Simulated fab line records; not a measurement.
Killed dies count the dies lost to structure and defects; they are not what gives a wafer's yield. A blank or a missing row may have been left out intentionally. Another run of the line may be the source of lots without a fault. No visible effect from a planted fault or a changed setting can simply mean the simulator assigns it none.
Split-lot experiment -- flow n5Finfet -- on a route of 1938 steps: 7 lots, 39 wafers read

== ON THE SPLIT ==
At N5_FIN_SAQP_SPACER1_ALD_24 (deposits SiO2, target thk 20.3 nm, pulse time 1 s, purge time 2 s), the setting aldCycles was moved away from the recipe's 218 on 18 of the 39 wafers read, by -16.5% to +16.1%. For the rest of the wafers, this setting stayed at what the recipe calls for.

== FROM THE SPLIT TO THE READING: what the file shows between them, 2 steps ==
- N5_FIN_SAQP_SPACER1_ETCHBACK_25: etches SiO2 in CHF3/O2, target depth 24.4 nm, time 12.2 s
- N5_FIN_SAQP_MANDREL1_REMOVE_56: chemistry HBr/Cl2/O2, target a-Si, stops on SiNx, bt time 10 s

== THE READING ==
cdNm, in nm, at N5_FIN_SAQP_CD_MEAS_27 (target cd 20 nm). A value of 20.31 nm with a standard deviation of 0.24 nm is what fault-free wafers of this fab line usually give.

wafer,"tool, chamber at the split",aldCycles as run,against the recipe,"cdNm, nm",against lot-mates on the recipe
L080.1,"aldSin-03, 3",188,-13.8%,17.51,-2.56
L080.2,"aldSin-03, 2,1",188,-13.8%,17.63,-2.44
L080.3,"aldSin-03, 0",218,recipe,19.69,-
L080.4,"aldSin-03, 2,1",188,-13.8%,17.27,-2.80
L080.5,"aldSin-03, 0,1",218,recipe,20.18,-
L080.6,"aldSin-03, 0,1",218,recipe,20.33,-
L081.1,"aldSin-02, 0,3,3",253,+16.1%,22.97,+2.53
L081.2,"aldSin-02, 0,3,3",253,+16.1%,23.57,+3.13
L081.3,"aldSin-02, 2,1,2",218,recipe,20.53,-
L081.4,"aldSin-02, 2,1,2",218,recipe,20.03,-
L081.5,"aldSin-02, 2,1,2",218,recipe,20.75,-
L081.6,"aldSin-02, 0,3,3",253,+16.1%,23.93,+3.49
L086.1,"aldSin-03, 3,1",218,recipe,20.61,-
L086.2,"aldSin-03, 2,0",182,-16.5%,17.20,-3.39
L086.3,"aldSin-03, 3,1",218,recipe,20.51,-
L086.4,"aldSin-03, 2,0",182,-16.5%,17.28,-3.31
L086.5,"aldSin-03, 1",182,-16.5%,17.10,-3.49
L086.6,"aldSin-03, 2",218,recipe,20.64,-
L089.4,"aldSin-01, 3,2",218,recipe,20.20,-
L089.5,"aldSin-01, 3,2",218,recipe,19.98,-
L089.6,"aldSin-01, 1",218,recipe,20.39,-
L091.1,"aldSin-01, 2,3,1",202,-7.3%,18.58,-1.59
L091.2,"aldSin-01, 2,3,1",202,-7.3%,18.91,-1.26
L091.3,"aldSin-01, 0,3",218,recipe,19.80,-
L091.4,"aldSin-01, 2,3,1",202,-7.3%,18.73,-1.44
L091.5,"aldSin-01, 2",218,recipe,20.57,-
L091.6,"aldSin-01, 0,3",218,recipe,20.15,-
L094.1,"aldSin-02, 3,1",218,recipe,20.36,-
L094.2,"aldSin-02, 3,1",218,recipe,20.17,-
L094.3,"aldSin-02, 2",218,recipe,20.37,-
L094.4,"aldSin-02, 0",196,-10.1%,18.56,-1.74
L094.5,"aldSin-02, 3,2",196,-10.1%,18.19,-2.11
L094.6,"aldSin-02, 3,2",196,-10.1%,18.61,-1.69
L095.1,"aldSin-03, 1",182,-16.5%,16.86,-3.59
L095.2,"aldSin-03, 2,0",182,-16.5%,16.95,-3.50
L095.3,"aldSin-03, 3,0",218,recipe,20.44,-
L095.4,"aldSin-03, 3,0",218,recipe,20.26,-
L095.5,"aldSin-03, 2,0",182,-16.5%,16.96,-3.49
L095.6,"aldSin-03, 1",218,recipe,20.65,-
The file does not say which wafer passed through which chamber wherever a row lists several chambers: such a row stands for several wafers.

FIT RESULTS
A straight line over all 39 wafers: cdNm changes by +0.198 nm for each +1% of aldCycles; r = +0.99; the points scatter about the line by 0.26 nm.
The same after taking each lot's own level away (the mean of its wafers on the recipe; 39 wafers): +0.198 nm for each +1%; r = +0.99; scatter 0.24 nm.
According to that fit, moving aldCycles by its largest amount changes the reading by 3.3 nm.
From 20.067 to 20.587 nm: that is the span of the lots' own levels, equal to 2.2 times the standard deviation above.
Hence the lot-to-lot level has little effect on the slope; both slopes agree.
Check: with one of the wafers moved furthest among these (-16.5%) left out of the fit, the line predicts -3.28 nm for it against its lot-mates. It came out at -3.39 nm against them.

== THE OTHER SPLITS THESE WAFERS WENT THROUGH ==
Other splits were also applied to these wafers ahead of the reading. Each is held against what the fit with the lots' levels taken away leaves over:
other split on the same wafers,wafers away from the commonest value,r with cdNm (lot level and that fit taken away)
N5_WELL_APT_EPI_41 timeS,15,-0.02
N5_FIN_SAQP_HM_DEP_03 targetThkA,12,-0.11

== THE WHOLE CHAIN: every reading that the file lists as answering this split, in the file's order ==
step,what it does,reading,change (the file's fit),r (the file's)
N5_FIN_SAQP_SPACER1_ALD_24,"deposits SiO2, target thk 20.3 nm, pulse time 1 s, purge time 2 s","SiO2_of_FIN_SAQP_SPACER1_ALD_24.thkNm (the simulator's own value, which no gauge read)",+0.203 nm for each +1% of the setting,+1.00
N5_FIN_SAQP_MANDREL1_REMOVE_56,"chemistry HBr/Cl2/O2, target a-Si, stops on SiNx, bt time 10 s","FIN_SAQP.cdNm (the simulator's own value, which no gauge read)",+0.204 nm for each +1% of the setting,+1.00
N5_FIN_SAQP_CD_MEAS_27,target cd 20 nm,cdNm,+0.199 nm for each +1% of the setting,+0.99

== FILE'S OWN FIT ==
cdNm changes by +0.199 nm for each +1% of aldCycles, r = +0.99.
